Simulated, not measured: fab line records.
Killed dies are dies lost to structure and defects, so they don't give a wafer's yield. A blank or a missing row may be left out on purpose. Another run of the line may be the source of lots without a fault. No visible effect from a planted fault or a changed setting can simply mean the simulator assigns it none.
Matching of chambers	flow n5-finfet	N5_FIN_SAQP_SPACER1_ALD_24 on ald-sin-02: 4 sister chambers
The step deposits SiO2, target thk 20.3 nm, pulse time 1 s, purge time 2 s. 4 wafers are shown with their chamber, then 9 later ones without.

WAFERS PAIRED WITH THEIR CHAMBERS
wafer	chamber	heater-power-w (W)
L083.1	3	386
L086.1	1	526
L089.3	0	446
L089.6	2	428

WAFERS WITH NO CHAMBER GIVEN
wafer	heater-power-w (W)
L090.1	441
L090.2	430
L090.3	406
L090.4	533
L090.5	522
L090.6	414
L091.2	527
L091.3	442
L091.5	425

WHICH CHAMBER EACH ONE RAN IN
wafer	from the rows above	in truth
L090.1	can't be placed: 0 or 2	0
L090.2	can't be placed: 2 or 0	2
L090.3	can't be placed: 3 or 2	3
L090.4	1	1
L090.5	1	1
L090.6	can't be placed: 2 or 3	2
L091.2	1	1
L091.3	can't be placed: 0 or 2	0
L091.5	2	2
Placed correctly: 4 of 9. Can't be placed from these rows: 5 (the true chamber is among the candidates in 5). Placed wrongly: 0.
How it was worked out, from the rows above alone: a wafer's distance from a chamber is the root of the sum, over the readings, of the square of ((its reading less the chamber's mean) divided by the reading's scatter). The wafer belongs to the nearest chamber; if the next one is less than 2 further off, it can't be placed. For every chamber, the mean is computed from those of its wafers that are shown. The scatter (one wafer shown for each chamber): square how far every hidden wafer sits from the nearest shown wafer, average those squares and take the square root.
